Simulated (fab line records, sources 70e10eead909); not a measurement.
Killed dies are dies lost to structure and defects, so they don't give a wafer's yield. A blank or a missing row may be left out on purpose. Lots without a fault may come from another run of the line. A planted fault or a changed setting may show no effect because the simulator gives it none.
Chamber matching | flow nand_harc | NHARC_A_STAIRCASE_DESCUM_312 on rie_diel-08: 4 sister chambers
The step chemistry O2, time 3 s. 8 wafers are shown with their chamber, then 12 later ones without.

WAFERS WITH THEIR CHAMBER
wafer  | chamber | showerhead_plenum_p_Torr (Torr) | drypump_motor_current_A (A)
L077.5 | 1       | 1.89                            | 5.5
L083.1 | 1       | 1.89                            | 5.5
L086.6 | 2       | 1.83                            | 6.0
L089.5 | 0       | 1.79                            | 5.8
L089.6 | 3       | 1.79                            | 5.6
L090.4 | 3       | 1.79                            | 5.5
L090.5 | 2       | 1.82                            | 6.0
L090.6 | 0       | 1.79                            | 5.7

WAFERS WITHOUT THEIR CHAMBER
wafer  | showerhead_plenum_p_Torr (Torr) | drypump_motor_current_A (A)
L092.4 | 1.88                            | 5.5
L092.5 | 1.79                            | 5.5
L092.6 | 1.82                            | 5.9
L091.1 | 1.88                            | 5.5
L091.3 | 1.82                            | 6.0
L091.4 | 1.79                            | 5.5
L093.1 | 1.88                            | 5.5
L093.3 | 1.79                            | 5.6
L093.4 | 1.82                            | 6.0
L097.1 | 1.88                            | 5.5
L097.2 | 1.79                            | 5.7
L097.4 | 1.82                            | 6.0

WHICH CHAMBER EACH WENT THROUGH
wafer  | from the rows above | in truth
L092.4 | 1                   | 1
L092.5 | 3                   | 3
L092.6 | 2                   | 2
L091.1 | 1                   | 1
L091.3 | 2                   | 2
L091.4 | 3                   | 3
L093.1 | 1                   | 1
L093.3 | 3                   | 3
L093.4 | 2                   | 2
L097.1 | 1                   | 1
L097.2 | 0                   | 0
L097.4 | 2                   | 2
Placed correctly: 12 of 12. Can't be placed from these rows: 0. Placed wrongly: 0.
How it was worked out, from the rows above alone: a wafer's distance from a chamber is the root of the sum, over the readings, of the square of ((its reading less the chamber's mean) divided by the reading's scatter). The wafer belongs to the nearest chamber; if the next one is less than 2 further off, it can't be placed. A chamber's mean is the mean of its shown wafers. The scatter: the root of (the sum of the squares of (reading less its chamber's mean) over the shown wafers, divided by (wafers less chambers)).
